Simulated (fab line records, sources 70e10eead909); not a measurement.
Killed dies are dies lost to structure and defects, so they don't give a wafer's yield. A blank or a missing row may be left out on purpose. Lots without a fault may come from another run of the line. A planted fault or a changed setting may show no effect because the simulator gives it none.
fab line records | flow nand_harc
record lots=6 wafers=18 last_day=33
route steps=1302 shown A_CHANNEL_HOLE_D2@580 A_CHANNEL_FILL_D2@610 END@1302
lots that met no fault: from a run of the same line without faults
start_h: hours from the record's first day to the start of the lot's first wafer shown | wait_h: hours since the lot's step before | " the same as in the row above | L1.1+2: a row that stands for several wafers | - no value, or no start given | * or withheld: withheld | < > ~ a bound
route shown NAME@n: a module of which the file shows steps, and the number in the route of the first | usual: mean/standard deviation of fault-free wafers | same: alike in all rows | chamber/n: place in a boat | sites: the reading at each site | _std_site: their standard deviation | _edge_site: outer sites' mean less inner sites' | radius_mm: how far each site lies from the wafer's centre | mask NAME#n: copy n | behind: the tool/chamber that last shaped the wafer | hold: why the lot was held/for how many hours/how that ended | device: the transistor (n, p or np) that didn't switch | end of line: the same wafers' tests at the end of the route | a step without rows: its recipe alone | killed: dies lost to structure and defects at the first sort, not the wafer's yield | map: a wafer's dies, x killed, . not, _ none there
set.NAME: the setting as run; set.NAME@STEP: as run at that earlier step | model.NAME: the simulator's own value behind a step, which no gauge read
lots at some steps of the route; a table a step, a row a wafer
services: from which hour (start_h, from the record's first day; less than 0 if before it) a tool's chamber was out of use, for how many hours, and why
## steps
# step NHARC_A_CHANNEL_HOLE_D2_PEB_08
# recipe peb_temp_c=100 peb_time_s=65
# step NHARC_A_CHANNEL_HOLE_D2_DEVELOP_09
# recipe develop_time_s=35 dev_temp_c=23
# step NHARC_A_CHANNEL_HOLE_D2_CD_MEAS_10
# recipe target_cd_nm=100 landing_energy_ev=500
# usual cd_nm=99.9/0.41
# columns lot.wafer tool chamber start_h wait_h cd_nm
L189.1 cd_sem-02 0 304.32 - 99.8
L189.2 " 0 " " 99.2
L189.3 " 0 " " 99.7
L195.1 cd_sem-02 0 366.80 - 100.1
L195.5 " 0 " " 99.9
L195.6 " 0 " " 99.7
L196.2 cd_sem-02 0 378.76 - 100.1
L196.4 " 0 " " 100.1
L196.6 " 0 " " 100.2
L202.1 cd_sem-01 0 434.69 - 99.7
L202.4 " 0 " " 99.7
L202.5 " 0 " " 98.5
L208.4 cd_sem-01 0 485.60 - 100.1
L208.5 " 0 " " 99.1
L208.6 " 0 " " 99.2
L209.2 cd_sem-03 0 504.54 - 100.4
L209.5 " 0 " " 99.4
L209.6 " 0 " " 100.3
# step NHARC_A_CHANNEL_HOLE_D2_OVL_MEAS_11
# usual overlay_x_nm=-0.2/0.76 overlay_y_nm=-0.2/0.69
# columns lot.wafer tool chamber start_h wait_h overlay_x_nm overlay_y_nm
L189.1 overlay-01 - 304.41 - -0.3 0.0
L189.2 " - " " -0.2 -0.6
L189.3 " - " " -0.1 -0.1
L195.1 overlay-01 - 366.89 - 0.1 -1.1
L195.5 " - " " -0.1 -1.0
L195.6 " - " " 0.3 -1.2
L196.2 overlay-01 - 378.84 - -0.6 -0.6
L196.4 " - " " -1.4 -0.9
L196.6 " - " " -1.5 -1.0
L202.1 overlay-02 - 434.78 - -0.3 -0.1
L202.4 " - " " -0.5 -0.9
L202.5 " - " " -0.7 -0.5
L208.4 overlay-01 - 485.68 - -0.4 0.5
L208.5 " - " " -0.8 0.4
L208.6 " - " " -0.8 0.3
L209.2 overlay-01 - 504.63 - -0.3 -0.1
L209.5 " - " " -0.1 0.1
L209.6 " - " " -1.0 -0.3
# step NHARC_A_CHANNEL_HOLE_D2_INSPECT_12
# usual raw_defect_count=29/23
# columns lot.wafer tool chamber start_h wait_h raw_defect_count
L189.1 defect_inspect-01 - 304.45 0.0 65
L189.2 " - " " 51
L189.3 " - " " 62
L195.1 defect_inspect-02 - 366.93 0.0 52
L195.5 " - " " 56
L195.6 " - " " 63
L196.2 defect_inspect-02 - 378.88 0.0 9
L196.4 " - " " 17
L196.6 " - " " 15
L202.1 defect_inspect-02 - 434.81 0.0 59
L202.4 " - " " 58
L202.5 " - " " 55
L208.4 defect_inspect-01 - 485.72 0.0 53
L208.5 " - " " 58
L208.6 " - " " 51
L209.2 defect_inspect-01 - 504.67 0.0 24
L209.5 " - " " 27
L209.6 " - " " 29
# step NHARC_A_CHANNEL_HOLE_D2_DESCUM_15
# recipe time_s=3 o2_flow_sccm=200 ar_flow_sccm=0 bias_power_w=0 chemistry=O2
# step NHARC_A_CHANNEL_HOLE_D2_ETCH_38
# recipe target_depth_a=390 over_etch_frac=0.3 time_s=65 ion_energy_ev=80 cf4_flow_sccm=150 ar_flow_sccm=0 rf_w=300 bias_w=100 chemistry=CF4
# step NHARC_A_CHANNEL_HOLE_D2_ETCH_39
# recipe target_depth_a=2600 over_etch_frac=0.3 time_s=325 ion_energy_ev=200 n2_flow_sccm=150 h2_flow_sccm=150 ar_flow_sccm=0 rf_w=400 bias_w=150 chemistry=N2/H2
# step NHARC_A_CHANNEL_HOLE_D2_ETCH_34
# recipe target_depth_a=1540 time_s=77 cf4_flow_sccm=100 chf3_flow_sccm=30 ar_flow_sccm=0 rf_w=500 bias_w=200 chemistry=CF4/CHF3
# step NHARC_A_CHANNEL_HOLE_D2_ETCH_16
# recipe target_depth_a=31000 over_etch_frac=0.3 time_s=806 ion_energy_ev=150 o2_flow_sccm=400 cos_flow_sccm=20 ar_flow_sccm=0 rf_w=500 bias_w=300 chemistry=O2/COS
# step NHARC_A_CHANNEL_HOLE_D2_CD_MEAS_18
# usual cd_nm=99.1/1.4
# columns lot.wafer tool chamber start_h wait_h cd_nm
L189.1 cd_sem-01 - 305.62 - 98.1
L189.2 " - " " 99.6
L189.3 " - " " 97.8
L195.1 cd_sem-01 - 368.10 - 99.1
L195.5 " - " " 99.9
L195.6 " - " " 101.9
L196.2 cd_sem-01 - 380.05 - 97.2
L196.4 " - " " 97.0
L196.6 " - " " 99.0
L202.1 cd_sem-03 - 435.99 - 98.6
L202.4 " - " " 99.6
L202.5 " - " " 99.1
L208.4 cd_sem-01 - 487.52 0.5 99.3
L208.5 " - " " 99.1
L208.6 " - " " 99.8
L209.2 cd_sem-01 - 505.83 - 99.8
L209.5 " - " " 101.9
L209.6 " - " " 100.1
# step NHARC_A_CHANNEL_HOLE_D2_ETCH_19
# recipe bias_v=1200 source_w=2500 pressure_mtorr=15 time_s=34.5 ar_flow_sccm=375 c4f8_flow_sccm=28.8 o2_flow_sccm=96.2 temp_c=-20 target_depth_a=* chemistry=C4F8/O2/Ar
# step NHARC_A_CHANNEL_HOLE_D2_ETCH_20
# recipe bias_v=3000 source_w=withheld pressure_mtorr=20 time_s=361.9 ar_flow_sccm=375 c4f8_flow_sccm=89.3 o2_flow_sccm=35.7 temp_c=-20 target_depth_a=16000 chemistry=C4F8/O2/Ar
# usual drypump_motor_current_A=5.6/0.57 mfc_ar_sccm=375.1/1 showerhead_plenum_p_Torr=3.61/0.15 throttle_valve_pct=32.153/0.0085
# columns lot.wafer tool chamber start_h wait_h drypump_motor_current_A mfc_ar_sccm rf_hours_counter_h showerhead_plenum_p_Torr throttle_valve_pct
L189.1 har_etch-02 1 305.80 0.1 6.4 375.7 350 3.74 32.148
L189.2 " 0 " " 5.9 376.2 365 3.61 32.145
L189.3 " 1 " " 6.4 375.1 - 3.74 32.152
L195.1 har_etch-01 0 368.72 0.1 5.2 375.5 195 3.48 32.152
L195.6 " 1 " " 5.0 374.6 - 3.53 32.166
L195.5 " 0 " " 5.2 375.0 - 3.48 32.145
L196.2 har_etch-01 0 380.89 0.1 5.2 376.7 203 3.47 32.142
L196.4 " 1 " " 5.0 375.4 - 3.53 32.149
L196.6 " 0 " " 5.2 375.6 - 3.47 32.145
L202.1 har_etch-02 0 436.23 0.1 5.9 375.4 19 3.92 32.159
L202.4 " 1 " " 6.4 375.6 - 3.70 32.164
L202.5 " 1 " " 6.4 375.5 - 3.70 32.172
L208.4 har_etch-02 1 487.86 0.2 6.4 374.2 - 3.68 32.147
L208.5 " 0 " " 6.0 375.2 - 3.90 32.144
L208.6 " 1 " " 6.4 374.7 - 3.68 32.142
L209.2 har_etch-01 0 506.07 0.1 5.2 376.9 283 3.43 32.154
L209.6 " 1 " " 5.0 375.5 - 3.49 32.149
L209.5 " 0 " " 5.2 374.3 - 3.43 32.143
# step NHARC_A_CHANNEL_HOLE_D2_ETCH_21
# recipe bias_v=3000 source_w=withheld pressure_mtorr=20 time_s=514.3 ar_flow_sccm=375 c4f8_flow_sccm=89.3 o2_flow_sccm=35.7 temp_c=-20 target_depth_a=16000 chemistry=C4F8/O2/Ar
# usual drypump_motor_current_A=5.6/0.57 mfc_ar_sccm=374.8/1.2 showerhead_plenum_p_Torr=3.61/0.15 throttle_valve_pct=32.155/0.0097
# columns lot.wafer tool chamber start_h wait_h drypump_motor_current_A mfc_ar_sccm rf_hours_counter_h showerhead_plenum_p_Torr throttle_valve_pct
L189.1 har_etch-02 1 306.11 0.3 6.4 373.2 351 3.74 32.159
L189.2 " 0 " " 6.0 376.2 366 3.61 32.165
L189.3 " 1 " " 6.4 375.2 - 3.74 32.143
L195.1 har_etch-01 0 369.05 0.3 5.1 375.8 196 3.48 32.147
L195.6 " 1 " " 5.0 375.4 - 3.53 32.156
L195.5 " 0 " " 5.2 376.1 - 3.48 32.166
L196.2 har_etch-01 0 381.24 0.3 5.2 374.3 203 3.47 32.139
L196.4 " 1 " " 5.0 375.6 - 3.53 32.175
L196.6 " 0 " " 5.2 375.6 - 3.47 32.162
L202.1 har_etch-02 0 436.57 0.3 6.0 375.2 19 3.92 32.150
L202.4 " 1 " " 6.4 374.6 - 3.70 32.160
L202.5 " 1 " " 6.4 377.8 - 3.70 32.162
L208.4 har_etch-02 1 488.24 0.3 6.4 377.0 - 3.68 32.165
L208.5 " 0 " " 6.0 376.6 - 3.90 32.155
L208.6 " 1 " " 6.4 375.5 - 3.68 32.153
L209.2 har_etch-01 0 506.40 0.3 5.2 377.2 283 3.43 32.155
L209.6 " 1 " " 5.0 372.8 - 3.49 32.138
L209.5 " 0 " " 5.2 376.0 - 3.43 32.176
# step NHARC_A_CHANNEL_HOLE_D2_ETCH_22
# recipe bias_v=3000 source_w=withheld pressure_mtorr=20 time_s=666.7 ar_flow_sccm=375 c4f8_flow_sccm=89.3 o2_flow_sccm=35.7 temp_c=-20 target_depth_a=16000 chemistry=C4F8/O2/Ar
# usual drypump_motor_current_A=5.6/0.56 mfc_ar_sccm=375.0/1.1 showerhead_plenum_p_Torr=3.61/0.15 throttle_valve_pct=32.156/0.0098
# columns lot.wafer tool chamber start_h wait_h drypump_motor_current_A mfc_ar_sccm rf_hours_counter_h showerhead_plenum_p_Torr throttle_valve_pct
L189.1 har_etch-02 1 306.55 0.4 6.4 376.7 351 3.74 32.165
L189.2 " 0 " " 5.9 374.6 366 3.61 32.154
L189.3 " 1 " " 6.4 376.6 - 3.74 32.153
L195.1 har_etch-01 0 369.51 0.4 5.2 373.9 196 3.48 32.145
L195.6 " 1 " " 5.0 375.5 - 3.53 32.140
L195.5 " 0 " " 5.2 372.9 - 3.48 32.155
L196.2 har_etch-01 0 381.70 0.4 5.2 376.0 204 3.47 32.141
L196.4 " 1 " " 5.0 375.8 - 3.53 32.159
L196.6 " 0 " " 5.2 373.5 - 3.47 32.161
L202.1 har_etch-02 0 437.04 0.4 5.9 376.0 20 3.92 32.150
L202.4 " 1 " " 6.4 374.8 - 3.70 32.154
L202.5 " 1 " " 6.4 375.8 - 3.70 32.154
L208.4 har_etch-02 1 488.74 0.4 6.4 375.9 - 3.68 32.156
L208.5 " 0 " " 6.0 375.5 - 3.90 32.166
L208.6 " 1 " " 6.4 374.7 - 3.68 32.142
L209.2 har_etch-01 0 506.87 0.4 5.2 375.6 284 3.43 32.152
L209.6 " 1 " " 5.0 376.3 - 3.49 32.153
L209.5 " 0 " " 5.2 375.2 - 3.43 32.146
# step NHARC_A_CHANNEL_HOLE_D2_ETCH_23
# recipe bias_v=5000 source_w=withheld pressure_mtorr=20 time_s=819 ar_flow_sccm=375 c4f8_flow_sccm=89.3 o2_flow_sccm=35.7 temp_c=-20 target_depth_a=16000 chemistry=C4F8/O2/Ar
# step NHARC_A_CHANNEL_HOLE_D2_ETCH_24
# recipe bias_v=5000 source_w=withheld pressure_mtorr=20 time_s=906.2 ar_flow_sccm=375 c4f8_flow_sccm=93.8 o2_flow_sccm=31.2 temp_c=-20 target_depth_a=15000 chemistry=C4F8/O2/Ar
# step NHARC_A_CHANNEL_HOLE_D2_ETCH_25
# recipe bias_v=5000 source_w=withheld pressure_mtorr=20 time_s=1040.2 ar_flow_sccm=375 c4f8_flow_sccm=93.8 o2_flow_sccm=31.2 temp_c=-20 target_depth_a=15000 chemistry=C4F8/O2/Ar
# step NHARC_A_CHANNEL_HOLE_D2_ETCH_26
# recipe bias_v=300 source_w=2000 pressure_mtorr=30 time_s=224.1 ar_flow_sccm=375 c4f8_flow_sccm=11.4 o2_flow_sccm=113.6 temp_c=-20 target_depth_a=3000 chemistry=C4F8/O2/Ar
# step NHARC_A_CHANNEL_HOLE_D2_ETCH_27
# recipe bias_v=400 source_w=2000 pressure_mtorr=25 time_s=90 ar_flow_sccm=375 c4f8_flow_sccm=41.7 o2_flow_sccm=83.3 temp_c=-20 target_depth_a=4000 chemistry=C4F8/O2/Ar
# step NHARC_A_CHANNEL_HOLE_D2_STRIP_41
# recipe n2_flow_sccm=150 h2_flow_sccm=150 ar_flow_sccm=0 bias_w=0 chemistry=N2/H2
# step NHARC_A_CHANNEL_HOLE_D2_STRIP_42
# recipe cf4_flow_sccm=100 chf3_flow_sccm=30 ar_flow_sccm=0 bias_w=0 chemistry=CF4/CHF3
# step NHARC_A_CHANNEL_HOLE_D2_STRIP_43
# recipe o2_flow_sccm=400 cos_flow_sccm=20 ar_flow_sccm=0 bias_w=0 chemistry=O2/COS
# step NHARC_A_CHANNEL_HOLE_D2_ETCH_44
# recipe target_depth_a=1400 overetch_a=140 time_s=77 ion_energy_ev=100 cf4_flow_sccm=80 o2_flow_sccm=20 ar_flow_sccm=0 rf_w=300 bias_w=100 chemistry=CF4/O2
# usual drypump_motor_current_A=5.58/0.29 mfc_ar_sccm=0.005/0.0096 oes_f_703_au=1.000/0.0045 oes_o_777_au=1.001/0.0043 oes_product_au=1.002/0.0075 rf_vpp_V=197.6/1.3 showerhead_plenum_p_Torr=1.32/0.05 throttle_valve_pct=13.397/0.009
# columns lot.wafer tool chamber start_h wait_h drypump_motor_current_A mfc_ar_sccm oes_f_703_au oes_o_777_au oes_product_au rf_hours_counter_h rf_vpp_V showerhead_plenum_p_Torr throttle_valve_pct
L189.3 rie_diel-10 1 310.41 0.1 5.68 0 1.002 0.995 1.008 3.3 197.8 1.33 13.400
L189.1 " 2 " " 5.70 0.002 0.994 1.000 1.015 3.1 198.9 1.36 13.391
L189.2 " 3 " " 5.95 0.000 0.995 0.995 0.996 3.7 196.6 1.28 13.417
L195.1 rie_diel-10 3 373.26 0.1 5.93 0.000 0.995 1.002 0.999 6.3 196.6 1.28 13.402
L195.6 " 1 " " 5.74 0 1.000 0.998 1.000 - 197.2 1.33 13.397
L195.5 " 2 " " 5.70 0.002 0.999 1.005 1.006 - 198.3 1.36 13.405
L196.2 rie_diel-06 2 385.45 0.1 5.62 0.010 0.998 0.996 0.992 3.7 198.3 1.31 13.397
L196.4 " 0 " " 5.25 0.037 1.002 1.000 1.005 4.0 197.4 1.37 13.403
L196.6 " 2 " " 5.58 0.010 0.993 1.000 1.008 - 196.5 1.31 13.393
L202.4 rie_diel-10 2 440.76 0.1 5.72 0.002 1.000 0.997 0.987 1.3 198.5 1.36 13.400
L202.1 " 0 " " 5.30 0 0.998 1.007 1.010 1.4 196.6 1.26 13.403
L202.5 " 2 " " 5.71 0.002 1.004 1.005 0.996 - 198.2 1.36 13.386
L208.4 rie_diel-10 1 492.33 0.1 5.71 0 1.000 0.999 1.005 4.0 197.5 1.33 13.399
L208.6 " 2 " " 5.75 0.002 1.008 1.005 1.003 - 198.2 1.36 13.389
L208.5 " 3 " " 5.94 0.000 1.005 1.007 1.009 - 198.2 1.28 13.395
L209.2 rie_diel-10 3 510.67 0.1 5.95 0.000 0.999 1.008 0.999 4.8 199.0 1.28 13.394
L209.5 " 0 " " 5.29 0 0.997 1.009 0.994 - 194.5 1.26 13.407
L209.6 " 1 " " 5.68 0 0.999 1.007 0.996 - 197.4 1.33 13.399
# step NHARC_A_CHANNEL_HOLE_D2_STRIP_28
# recipe o2_flow_sccm=500 ar_flow_sccm=0 bias_w=0 chemistry=O2
# usual drypump_motor_current_A=5.57/0.29 mfc_ar_sccm=0.005/0.01 oes_product_au=1.001/0.007 rf_vpp_V=57.7/0.91 showerhead_plenum_p_Torr=3.49/0.13 throttle_valve_pct=17.036/0.0083
# columns lot.wafer tool chamber start_h wait_h drypump_motor_current_A mfc_ar_sccm oes_product_au rf_hours_counter_h rf_vpp_V showerhead_plenum_p_Torr throttle_valve_pct
L189.1 rie_diel-10 0 - - 5.32 0 0.996 3.9 57.6 3.33 17.041
L189.2 " 2 " " 5.72 0.002 0.999 3.2 58.6 3.59 17.031
L189.3 " 3 " " 5.98 0.000 0.989 3.7 57.4 3.39 17.025
L195.1 rie_diel-10 3 - - 5.95 0.000 0.995 6.3 58.4 3.39 17.031
L195.6 " 0 " " 5.33 0 1.000 - 58.8 3.33 17.038
L195.5 " 1 " " 5.73 0 0.995 - 58.1 3.53 17.043
L196.4 rie_diel-06 1 - - 5.02 0 0.992 3.7 57.4 3.36 17.035
L196.2 " 3 " " 5.56 0 1.001 4.2 57.4 3.69 17.040
L196.6 " 1 " " 5.02 0 0.998 - 57.8 3.36 17.038
L202.1 rie_diel-10 1 - - 5.76 0 1.011 1.3 58.2 3.52 17.036
L202.4 " 3 " " 5.94 0.000 1.015 1.5 57.6 3.39 17.023
L202.5 " 1 " " 5.71 0 1.011 - 57.8 3.52 17.038
L208.4 rie_diel-10 1 - - 5.74 0 0.993 4.0 58.4 3.52 17.031
L208.6 " 2 " " 5.72 0.002 0.982 - 58.1 3.58 17.036
L208.5 " 3 " " 5.95 0.000 1.004 - 57.3 3.39 17.028
L209.2 rie_diel-10 0 - - 5.31 0 1.010 4.8 55.3 3.33 17.014
L209.6 " 0 " " 5.32 0 1.010 - 56.5 3.33 17.030
L209.5 " 1 " " 5.72 0 1.000 - 57.8 3.52 17.054
# step NHARC_A_CHANNEL_HOLE_D2_PRECLEAN_29
# recipe time_s=* temp_c=50 bath_age_min=0 chemistry=SC1
# step NHARC_A_CHANNEL_HOLE_D2_SRD_30
# step NHARC_A_CHANNEL_HOLE_D2_CD_MEAS_31
# usual cd_nm=90.0/0.94
# columns lot.wafer tool chamber start_h wait_h cd_nm
L189.1 cd_sem-03 - 311.21 - 89.7
L189.2 " - " " 89.7
L189.3 " - " " 90.2
L195.1 cd_sem-02 - 374.05 - 92.0
L195.5 " - " " 92.0
L195.6 " - " " 90.8
L196.2 cd_sem-02 - 386.24 - 89.4
L196.4 " - " " 89.5
L196.6 " - " " 89.9
L202.1 cd_sem-01 - 441.56 - 88.9
L202.4 " - " " 89.1
L202.5 " - " " 88.7
L208.4 cd_sem-03 - 493.11 - 90.5
L208.5 " - " " 90.0
L208.6 " - " " 90.9
L209.2 cd_sem-01 - 511.44 - 90.0
L209.5 " - " " 89.9
L209.6 " - " " 89.9
# step NHARC_A_CHANNEL_HOLE_D2_XSEM_32
# recipe landing_energy_ev=35000
# usual bot_cd_nm=74.2/1.1 bow_nm=8.6/0.33 tilt_deg=0.08/0.043
# columns lot.wafer tool chamber start_h wait_h bot_cd_nm bow_nm tilt_deg
L189.1 xsem-02 0 311.30 0.1 74.6 8.8 0.15
L189.2 " 0 " " 74.9 8.8 0.15
L189.3 " 0 " " 75.4 8.9 0.15
L195.1 xsem-02 0 374.15 0.1 76.6 8.5 0.04
L195.5 " 0 " " 75.6 8.4 0.04
L195.6 " 0 " " 74.6 8.5 0.05
L196.2 xsem-02 0 386.34 0.1 74.4 9.1 0.07
L196.4 " 0 " " 73.4 9.0 0.07
L196.6 " 0 " " 74.8 9.0 0.07
L202.1 xsem-02 0 441.65 0.1 73.2 8.6 0.13
L202.4 " 0 " " 71.8 8.7 0.13
L202.5 " 0 " " 72.5 8.7 0.13
L208.4 xsem-01 0 493.20 0.1 74.7 9.2 0.16
L208.5 " 0 " " 73.7 9.2 0.16
L208.6 " 0 " " 74.1 9.2 0.16
L209.2 xsem-02 0 511.54 0.1 74.9 8.0 0.09
L209.5 " 0 " " 74.0 8.0 0.09
L209.6 " 0 " " 74.2 8.0 0.09
# step NHARC_A_CHANNEL_HOLE_D2_INSPECT_40
# usual raw_defect_count=260/72
# columns lot.wafer tool chamber start_h wait_h raw_defect_count
L189.1 defect_inspect-01 - 311.40 - 276
L189.2 " - " " 301
L189.3 " - " " 314
L195.1 defect_inspect-02 - 374.25 - 545
L195.5 " - " " 565
L195.6 " - " " 610
L196.2 defect_inspect-02 - 386.43 - 604
L196.4 " - " " 574
L196.6 " - " " 529
L202.1 defect_inspect-02 - 441.75 - 192
L202.4 " - " " 172
L202.5 " - " " 161
L208.4 defect_inspect-01 - 493.29 - 284
L208.5 " - " " 242
L208.6 " - " " 263
L209.2 defect_inspect-02 - 511.63 - 418
L209.5 " - " " 294
L209.6 " - " " 230
# step NHARC_A_CHANNEL_FILL_D2_PRECLEAN_00
# recipe time_s=* temp_c=50 bath_age_min=0 chemistry=SC1
# step NHARC_END_SORT_01
# recipe temp_c=25
# usual killed_at_array=55/17 killed_at_other=1.1/1.4 killed_at_periphery=3.9/3 killed_dies=59/17 killed_open=3.5/2 killed_short=2.6/1.6
# same gross_dies=677
# columns lot.wafer tool chamber start_h wait_h killed_at_array killed_at_other killed_at_periphery killed_dies killed_open killed_short
L195.1 prober-01 0 635.12 2.5 110 1 5 116 2 1
L195.5 prober-01 0 638.33 3.7 113 4 9 126 7 2
L195.6 prober-01 0 639.13 4.0 114 0 8 122 3 1
L196.2 prober-01 0 648.51 2.8 90 3 1 94 2 4
L196.4 prober-01 0 650.12 3.4 90 3 2 95 1 4
L196.6 prober-01 0 651.73 4.0 95 0 3 98 3 2
# killed by level:class
L195.1 A_CHANNEL_HOLE_D2:unspecified=60 A_CHANNEL_HOLE_D1:chamber_film_flake=18 A_SLIT:chamber_film_flake=12 A_STAIRCASE:chamber_film_flake=7 A_CHANNEL_HOLE_D2:chamber_film_flake=4 P_GATE:chamber_film_flake=3 A_CONTACT:chamber_film_flake=2 A_BLC:chamber_film_flake=2
L195.5 A_CHANNEL_HOLE_D2:unspecified=60 A_CHANNEL_HOLE_D1:chamber_film_flake=15 A_SLIT:chamber_film_flake=14 A_STAIRCASE:chamber_film_flake=6 P_ZERO_WELL:chamber_film_flake=4 THIN_TSV:chamber_film_flake=4 P_GATE:chamber_film_flake=3 A_CHANNEL_HOLE_D2:chamber_film_flake=3
L195.6 A_CHANNEL_HOLE_D2:unspecified=62 A_CHANNEL_HOLE_D1:chamber_film_flake=24 A_SLIT:chamber_film_flake=9 A_STAIRCASE:chamber_film_flake=8 P_GATE:chamber_film_flake=4 A_DECK1_JOINT:chamber_film_flake=2 A_CHANNEL_HOLE_D2:chamber_film_flake=2 A_WL_FILL:chamber_film_flake=2
L196.2 A_CHANNEL_HOLE_D2:unspecified=74 A_CHANNEL_HOLE_D2:chamber_film_flake=4 A_M1:chamber_film_flake=3 THIN_TSV:chamber_film_flake=2 P_M0:geometric_particle:short=1 A_ONON_D1:geometric_particle:open=1 A_DECK1_JOINT:geometric_particle:open=1 A_CONTACT:geometric_particle:short=1
L196.4 A_CHANNEL_HOLE_D2:unspecified=63 A_M1:chamber_film_flake=7 A_DECK1_JOINT:chamber_film_flake=6 A_CHANNEL_HOLE_D2:chamber_film_flake=4 THIN_TSV:chamber_film_flake=3 P_GATE:chamber_film_flake=2 A_ZERO_WELL:chamber_film_flake=2 A_CONTACT:chamber_film_flake=2
L196.6 A_CHANNEL_HOLE_D2:unspecified=75 A_CHANNEL_HOLE_D1:chamber_film_flake=6 A_CHANNEL_HOLE_D2:chamber_film_flake=3 A_DECK1_JOINT:chamber_film_flake=2 A_M1:chamber_film_flake=2 P_M0:geometric_particle:open=1 P_M1:geometric_particle:short=1 A_CHANNEL_HOLE_D2:geometric_particle:short=1
## services
# columns tool chamber start_h hours kind
rie_diel-10 0 300.70 - clean
rie_diel-10 1 300.70 - clean
rie_diel-10 2 300.70 - clean
rie_diel-10 3 300.70 - clean
rie_diel-06 1 304.02 5.5 repair
rie_diel-06 - 307.20 9.0 pm
rie_diel-10 0 325.20 - clean
rie_diel-10 1 325.20 - clean
rie_diel-10 2 325.20 - clean
rie_diel-10 3 325.20 - clean
rie_diel-10 0 349.70 - clean
rie_diel-10 1 349.70 - clean
rie_diel-10 2 349.70 - clean
rie_diel-10 3 349.70 - clean
xsem-01 - 374.00 14.0 pm
rie_diel-10 0 374.20 - clean
rie_diel-10 1 374.20 - clean
rie_diel-10 2 374.20 - clean
rie_diel-10 3 374.20 - clean
rie_diel-06 0 380.02 5.0 repair
har_etch-02 - 380.74 17.0 pm
rie_diel-10 - 419.70 9.0 pm
rie_diel-06 0 437.00 9.5 repair
rie_diel-06 - 484.20 9.0 pm
## key
first_sign step=NHARC_A_CHANNEL_HOLE_D2_INSPECT_40 reading=raw_defect_count direction=up sigmas=4.3 usual=260 struck=571
effect step=NHARC_END_SORT_01 reading=killed_dies direction=up sigmas=2.9 usual=59 struck=108 wafers_moved=5
more_kills_born_at NHARC_A_CHANNEL_HOLE_D2_ETCH_20@har_etch-01=276
met_at NHARC_A_CHANNEL_HOLE_D2_ETCH_20
struck_wafers L195.1,L195.5,L195.6,L196.2,L196.4,L196.6
tester_left_out L195,L196
fault kind=chamber_particle_source tool=har_etch-01 chamber=- onset_h=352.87 steps=NHARC_A_CHANNEL_HOLE_D2_ETCH_20 rate_per_visit_cm2=0.54913 end_h=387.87
# tester_left_out: of these lots the tester's yield and bins aren't shown, on N5 and GAA mostly nor the transistor test; their killed dies are dies lost to structure and defects alone, not to doping, threshold or leakage, so they don't give the yield
